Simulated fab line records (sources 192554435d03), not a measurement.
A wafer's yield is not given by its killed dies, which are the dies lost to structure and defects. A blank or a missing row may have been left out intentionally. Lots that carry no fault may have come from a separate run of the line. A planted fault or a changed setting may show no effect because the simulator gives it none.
A lot that was struck, set against a sound lot || flow n5-finfet || 42 steps out of a route of 1938
Sound: the wafers L823.1, L823.3, L823.5. The struck wafers were L838.1, L838.3, L838.4. The cause comes at the end.
For every step that has rows: the tool of each side, followed by ch and its chambers, followed by its first start. Under that, the readings that differ: sound wafers || struck wafers || difference of the means || sigmas: that difference in standard deviations of wafers without a fault.
alike: words and numbers the same on both sides, and readings whose means are apart by under 2 such deviations; not compared: readings that were withheld, readings missing a value for some wafer, numbers with overlapping values and no deviation given by the record, and bounds like >300 which may hide the same value.
The two part at a step that has a row with sigmas, a row that says differs or no value, or rows on one side only. Numbers that don't overlap but have no deviation are shown without sigmas and don't part them. A reading that every wafer of one side lacks parts them only if that side has two wafers or more.

first, 3 steps without rows for these wafers: N5_SD_EPI_P_STRIP_38 (strips in N2/H2); N5_SD_EPI_P_ETCHBACK_46 (etches SiNx in CH3F/O2, stops on SiO2, target depth 17.5 nm); N5_SD_EPI_P_ETCH_47 (etches SiOCN in CH3F/O2, target depth 25 nm).
N5_SD_EPI_P_ETCH_16: etches SiO2 in CHF3/O2, target depth 5 nm.
  sound on rie-diel-03 ch 2,3, day 3 12:11; struck on rie-diel-06 ch 1,2,3, day 7 06:25
  alike: drypump-motor-current-A, oes-product-au, rf-vpp-V, showerhead-plenum-p-Torr, throttle-valve-pct
  not compared: rf-hours-counter-h
then, 1 step without rows for these wafers: N5_SD_EPI_P_STRIP_50 (strips in CHF3/O2).
N5_SD_EPI_P_SD_RECESS_17: chemistry HBr/Cl2/O2, target depth 39.1 nm, bt time 3 s.
  sound on rie-si-02 ch 1,3, day 3 12:16; struck on rie-si-06 ch 0,2,3, day 7 06:29
  alike: drypump-motor-current-A, oes-product-au, throttle-valve-pct
  not compared: rf-hours-counter-h
then, 6 steps without rows for these wafers: N5_SD_EPI_P_WET_ETCH_45 (etches SiO2 in dHF, time 10.7 s, target depth 2 nm, rinse time 30 s); N5_SD_EPI_P_STRIP_40 (strips in N2/H2); N5_SD_EPI_P_PRECLEAN_52 (cleans in O3/DIW, time 60 s); N5_SD_EPI_P_SRD_20 (time 30 s); N5_SD_EPI_P_PRECLEAN_51 (cleans in NF3:NH3, afs cycles 1, time 20 s, sublimation time 60 s); N5_SD_EPI_P_VAPOR_ETCH_44 (etches SiGe30 in NF3/Ar, time 3.3 s).
N5_SD_EPI_P_EPI_21: deposits SiGe:B, time 355 s.
  sound on epi-rpcvd-01 ch 0, day 3 12:56; struck on epi-rpcvd-01 ch 0, day 7 07:08
{"reading": "model.SiGe-B_of_SD_EPI_P_EPI_21.thk-nm (nm)", "sound": "61.4 60.8 61.6", "struck": "56.8 56.6 56.8", "difference": -4.5, "sigmas": ""}
  alike: lamp-inner-pct
N5_SD_EPI_P_EPI_MEAS_23:
  sound: film-metro-02 at day 3 15:08; struck: film-metro-01 at day 7 09:21
{"reading": "thk-nm (nm)", "sound": "60.2 60.6 61.1", "struck": "56.1 54.8 55.7", "difference": -5.1, "sigmas": -4}
then, 6 steps without rows for these wafers: N5_SD_EPI_P_HM_STRIP_48 (strips SiNx in H3PO4, material SiNx, target depth 3 nm); N5_SD_EPI_P_SRD_49 (time 30 s); N5_SD_EPI_P_PRECLEAN_24 (cleans in O3/DIW, time 45 s); N5_SD_EPI_P_PRECLEAN_32 (cleans in dHF, time 10 s); N5_SD_EPI_P_PRECLEAN_33 (cleans in SC2, time 45 s); N5_SD_EPI_P_SRD_25 (time 30 s).
N5_SD_EPI_P_INSPECT_26: inspects for defects (darkfield).
  sound: defect-inspect-01 at day 3 15:19; struck: defect-inspect-02 at day 7 09:32
  alike: raw-defect-count
then, 2 steps without rows for these wafers: N5_SD_ACTIVATION_RTA_00 (time 0 s); N5_SD_ACTIVATION_LSA_01 (time 0.0008 s).
N5_SD_ACTIVATION_INSPECT_02: inspects for defects (darkfield).
  sound: defect-inspect-01 at day 3 16:04; struck: defect-inspect-02 at day 7 10:25
  alike: raw-defect-count
N5_ILD0_LINER_00: material SiNx, target thk 4 nm, pulse time 1 s, purge time 2 s.
  sound on ald-sin-01 ch 0,1,3, day 3 16:07; struck on ald-sin-01 ch 0,1,2, day 7 10:28
  alike: heater-power-w, precursor-pulse-height-rel
then, 2 steps without rows for these wafers: N5_ILD0_FCVD_FILL_01 (material SiO2 flowable, target thk 200 nm, time 328.3 s); N5_ILD0_CURE_02 (time 1800 s).
N5_ILD0_CMP_03: polishes, stops on SiNx, t overpolish 1.9 s, target thk 197.38 nm.
  sound on cmp-04 ch 0,1, day 3 18:29; struck on cmp-04 ch 0,2,3, day 7 12:52
  alike: motor-current-A, overpolish-run-s, time-to-endpoint-s
N5_ILD0_THK_MEAS_04:
  sound: film-metro-01 at day 3 18:46; struck: film-metro-01 at day 7 13:07
  alike: thk-nm
then, 1 step without rows for these wafers: N5_ILD0_CMP_07 (polishes SiO2 flowable, stops on poly-Si, t overpolish 1.18 s, target thk 138.88 nm).
N5_ILD0_THK_MEAS_08:
  sound: film-metro-01 at day 3 19:05; struck: film-metro-01 at day 7 13:26
  alike: thk-nm
then, 2 steps without rows for these wafers: N5_ILD0_PRECLEAN_10 (cleans in NF3:NH3, afs cycles 5, time 20 s, sublimation time 60 s); N5_ILD0_ALD_15 (deposits SiNx, target thk 24 nm, pulse time 1 s, ald cycles 480).
N5_ILD0_CMP_12: polishes SiNx, stops on poly-Si, t overpolish 6 s, target thk 17.67 nm.
  sound on cmp-01 ch 0,3, day 3 22:03; struck on cmp-03 ch 0,1,3, day 7 16:25
  alike: motor-current-A, overpolish-run-s, time-to-endpoint-s
N5_ILD0_THK_MEAS_13:
  sound: film-metro-02 at day 3 22:19; struck: film-metro-01 at day 7 16:40
  alike: thk-nm
N5_ILD0_INSPECT_06: inspects for defects (darkfield).
  sound: defect-inspect-01 at day 3 22:20; struck: defect-inspect-02 at day 7 16:41
  alike: raw-defect-count
then, 4 steps without rows for these wafers: N5_SDB_HM_DEP_00 (deposits SiNx from SiH4/NH3/N2, target thk 40 nm, time 35.3 s); N5_SDB_COAT_03 (time 60 s, resist thk 100 nm); N5_SDB_COAT_04 (time 60 s, resist thk 18 nm); N5_SDB_COAT_05 (resist thk 90 nm).
N5_MOL_CONTACT_COAG_ETCH_110: etches Si in CF4/O2, target depth 2.5 nm, time 8 s.
  sound on rie-diel-04 ch 0,1,2, day 4 20:46; struck on rie-diel-01 ch 0,1,2, day 8 14:45
{"reading": "model.SiGe-B_of_SD_EPI_P_EPI_21.thk-nm (nm)", "sound": "58.4 58 58.8", "struck": "54 54 54.2", "difference": -4, "sigmas": ""}
  alike: drypump-motor-current-A, oes-product-au, rf-vpp-V, showerhead-plenum-p-Torr, throttle-valve-pct
  not compared: rf-hours-counter-h
-- record jumps: 8 days separate the struck wafers' starts on either side; left off in module MOL_CONTACT_COAG, taken up again in module PASSIVATION, whose first shown step is the route's number 1936 --
N5_PASSIVATION_PROBE_49:
  sound: prober-01 at day 12 04:26; struck: prober-02 at day 16 07:35
{"reading": "killed-at-other", "sound": "16 10 17", "struck": "2 2 3", "difference": -12, "sigmas": -3}
  alike: killed_at_M0_to_M3, killed_at_M4_up, killed-at-contacts, killed-at-front-end, killed-dies, killed-on-rim, killed-open, killed-short

== WHERE THEY PART ==
Earliest at N5_SD_EPI_P_EPI_MEAS_23; latest, in this record, at N5_PASSIVATION_PROBE_49.

WHY: what had been put in by the simulator
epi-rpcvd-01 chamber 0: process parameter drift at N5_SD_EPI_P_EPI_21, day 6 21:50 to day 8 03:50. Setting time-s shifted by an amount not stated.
